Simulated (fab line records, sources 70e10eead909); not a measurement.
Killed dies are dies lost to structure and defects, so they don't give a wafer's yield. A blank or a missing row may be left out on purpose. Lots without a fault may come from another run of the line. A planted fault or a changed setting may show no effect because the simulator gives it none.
Chamber matching | flow nand_harc | NHARC_A_BONDPAD_ETCH_34 on rie_diel-06: 4 sister chambers
The step etches the open film in N2/H2, target depth 60 nm, overetch 18 nm, time 65.91 s. 4 wafers are shown with their chamber, then 8 later ones without.

WAFERS WITH THEIR CHAMBER
wafer  | chamber | rf_vpp_V (V)
L145.6 | 1       | 426.4
L151.2 | 2       | 431.0
L151.4 | 3       | 430.3
L153.1 | 0       | 434.8

WAFERS WITHOUT THEIR CHAMBER
wafer  | rf_vpp_V (V)
L153.3 | 430.5
L153.6 | 427.0
L155.1 | 425.5
L155.4 | 431.7
L159.3 | 430.1
L159.6 | 426.8
L158.2 | 431.8
L158.5 | 429.5

WHICH CHAMBER EACH WENT THROUGH
wafer  | from the rows above     | in truth
L153.3 | can't be placed: 3 or 2 | 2
L153.6 | 1                       | 1
L155.1 | 1                       | 1
L155.4 | can't be placed: 2 or 3 | 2
L159.3 | can't be placed: 3 or 2 | 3
L159.6 | 1                       | 1
L158.2 | can't be placed: 2 or 3 | 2
L158.5 | can't be placed: 3 or 2 | 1
Placed correctly: 3 of 8. Can't be placed from these rows: 5 (the true chamber is among the candidates in 4). Placed wrongly: 0.
How it was worked out, from the rows above alone: a wafer's distance from a chamber is the root of the sum, over the readings, of the square of ((its reading less the chamber's mean) divided by the reading's scatter). The wafer belongs to the nearest chamber; if the next one is less than 2 further off, it can't be placed. A chamber's mean is the mean of its shown wafers. The scatter: with one shown wafer a chamber, the root of the mean of the squares of how far each hidden wafer lies from its nearest shown one.
